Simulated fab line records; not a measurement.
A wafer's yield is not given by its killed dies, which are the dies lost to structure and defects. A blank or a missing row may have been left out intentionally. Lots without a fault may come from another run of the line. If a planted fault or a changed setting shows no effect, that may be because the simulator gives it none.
The same fault as seen by 2 desks + flow nand-harc + each desk holds nothing but its own numbers, with what lay behind them at the end

## FROM THE METROLOGY DESK
What the gauges read for every lot (on any tool): the sampled wafers with a number, averaged. Any lot whose mean is over 4 standard deviations away from the usual mean is out of limits and marked OUT; that distance is given in the brackets.
Columns: A = cd-nm at NHARC_A_BONDPAD_CD_MEAS_09, usual 499.9 nm
| lot  | first seen here | A     |
|------|-----------------|-------|
| L545 | day 17 19:14    | 499.1 |
| L546 | day 18 02:43    | 500.6 |
| L547 | day 18 03:35    | 499.5 |
| L548 | day 18 08:29    | 500.7 |
| L550 | day 19 05:59    | 499.2 |
| L553 | day 20 04:17    | 500.0 |
| L554 | day 20 04:41    | 499.8 |
| L556 | day 20 13:05    | 499.9 |
| L558 | day 20 22:51    | 500.6 |
| L566 | day 23 14:16    | 500.2 |
| L567 | day 23 16:02    | 499.6 |
This desk's finding: nothing out of limits on any of the 11 lots.

## AT THE TOOL OWNER'S DESK: rie-diel-02
The tool's own readings at NHARC_A_BONDPAD_ETCH_12 (etches the open film in CHF3/O2, target depth 220 nm, time 110 s): means of the sampled wafers that have a number, for each lot that ran on this tool. Any lot whose mean is over 4 standard deviations away from the usual mean is out of limits and marked OUT; that distance is given in the brackets. Readings shown: 7 out of 8 (the first out of limits, and those lying furthest out on some lot).
Columns: A = chf3-flow-sccm at NHARC_A_BONDPAD_ETCH_12, usual 49.99 sccm; B = drypump-motor-current-A at NHARC_A_BONDPAD_ETCH_12, usual 5.8 A; C = mfc-ar-sccm at NHARC_A_BONDPAD_ETCH_12, usual 200.0 sccm; D = oes-product-au at NHARC_A_BONDPAD_ETCH_12, usual 0.938 a.u.; E = rf-fwd-power-W at NHARC_A_BONDPAD_ETCH_12, usual 497.2 W; F = rf-vpp-V at NHARC_A_BONDPAD_ETCH_12, usual 372.0 V; G = showerhead-plenum-p-Torr at NHARC_A_BONDPAD_ETCH_12, usual 2.46 Torr
| lot  | first seen here | A     | B   | C     | D               | E                       | F     | G    |
|------|-----------------|-------|-----|-------|-----------------|-------------------------|-------|------|
| L547 | day 18 03:59    | 49.95 | 5.7 | 200.5 | 0.922           | 497.8                   | 371.4 | 2.49 |
| L554 | day 20 05:15    | 50.00 | 5.4 | 199.6 | 0.922           | 497.1                   | 369.9 | 2.39 |
| L566 | day 23 14:40    | 50.05 | 5.9 | 199.7 | 0.702 (-11) OUT | 297.4 (-99 or more) OUT | 370.4 | 2.42 |
| L567 | day 23 16:32    | 50.13 | 5.7 | 200.3 | 0.702 (-11) OUT | 297.9 (-99 or more) OUT | 372.7 | 2.48 |
This desk's verdict: out of limits on L566, L567, starting with L566 at day 23 14:40 (oes-product-au at NHARC_A_BONDPAD_ETCH_12). In limits: L547, L554.

## PUT TOGETHER
On L566, L567, at day 23 14:40, an alarm was possible from the tool owner's desk.
Metrology desk: nothing out of limits seen.
The metrology desk has L566, L567 on record, within its limits.
Every lot named ran NHARC_A_BONDPAD_ETCH_12 on rie-diel-02.

## WHAT WAS PUT IN BY THE SIMULATOR
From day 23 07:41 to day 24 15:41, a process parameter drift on rie-diel-02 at NHARC_A_BONDPAD_ETCH_12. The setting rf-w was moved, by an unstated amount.
Shown lots that were struck: L566, L567.
How many hours passed from the start of the fault until each desk's first out-of-limits reading: the tool owner's desk, 7.
